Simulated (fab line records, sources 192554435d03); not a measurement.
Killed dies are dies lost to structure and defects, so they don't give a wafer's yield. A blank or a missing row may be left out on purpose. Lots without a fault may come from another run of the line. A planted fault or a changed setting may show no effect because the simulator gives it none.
Which tool did it? | flow n5_finfet | 8 lots, 24 wafers sampled, at 3 steps of a route of 1938

WHAT THE GAUGES READ, wafer by wafer
N5_BEOL_M4_INSPECT_30: inspects for defects (brightfield).
lot  | measured     | on                | raw_defect_count
L367 | day 9 14:31  | defect_inspect-02 | 427 445 383
L374 | day 11 05:59 | defect_inspect-01 | 1761 1817 1614
L376 | day 12 03:22 | defect_inspect-01 | 1623 1725 1650
L379 | day 12 18:13 | defect_inspect-02 | 545 393 731
L378 | day 13 08:20 | defect_inspect-01 | 425 587 386
L381 | day 13 09:17 | defect_inspect-01 | 383 378 386
L383 | day 13 18:14 | defect_inspect-01 | 415 346 397
L385 | day 14 02:12 | defect_inspect-01 | 423 328 335

WHICH TOOL RAN EACH LOT (tool, then ch and the chambers of the sampled wafers, then the start)
lot  | N5_BEOL_M4_ETCH_74                 | N5_BEOL_M4_ETCH_64
L367 | rie_diel-03 ch 0,1,3, day 9 13:34  | rie_diel-03 ch 0,1,3, day 9 13:36
L374 | rie_diel-01 ch 0,2, day 11 04:47   | rie_diel-01 ch 0,2, day 11 04:50
L376 | rie_diel-01 ch 0,3, day 12 02:20   | rie_diel-01 ch 0,3, day 12 02:22
L379 | rie_diel-04 ch 0,1, day 12 17:17   | rie_diel-04 ch 0,1, day 12 17:20
L378 | rie_diel-04 ch 1,2,3, day 13 07:23 | rie_diel-04 ch 1,2,3, day 13 07:26
L381 | rie_diel-03 ch 0,2,3, day 13 08:27 | rie_diel-03 ch 0,2,3, day 13 08:30
L383 | rie_diel-04 ch 0,2,3, day 13 17:26 | rie_diel-04 ch 0,2,3, day 13 17:29
L385 | rie_diel-04 ch 0,1, day 14 01:11   | rie_diel-04 ch 0,1, day 14 01:13
- N5_BEOL_M4_ETCH_74: etches underlayer in N2/H2, target depth 6.5 nm, time 5.2 s.
- N5_BEOL_M4_ETCH_64: etches SOC in N2/H2, target depth 75 nm, overetch 22.5 nm, time 121.9 s.

THE ANSWER, worked out from the rows above alone
Rule: what is usual is taken from the lots themselves. Put in order of their means at a reading, lots are off if they are a third of the lots or fewer, leave a main group of 4 or more, and stand apart from it by a gap of 3 or more times the standard deviation of the main group's means; of several such gaps the widest counts. A main group whose means are all the same, to the digits that the tables above print for the reading, isn't used. A lot without any number at a reading at which 4 lots or more have one is off too. The other lots that the step has rows for count as sound.
Off: L374, L376, at N5_BEOL_M4_INSPECT_30 (raw_defect_count). The main group: mean 428, standard deviation 66.
A tool fits if, at a process step before that reading, it ran every lot that is off, and no sound lot after the first of them. The gauges at N5_BEOL_M4_INSPECT_30 are tried like those tools. One fits: rie_diel-01 at N5_BEOL_M4_ETCH_74 and N5_BEOL_M4_ETCH_64. It ran no sound lot before its first lot that is off in this sample, so the start can't be narrowed down.

WHAT THE SIMULATOR HAD PUT IN
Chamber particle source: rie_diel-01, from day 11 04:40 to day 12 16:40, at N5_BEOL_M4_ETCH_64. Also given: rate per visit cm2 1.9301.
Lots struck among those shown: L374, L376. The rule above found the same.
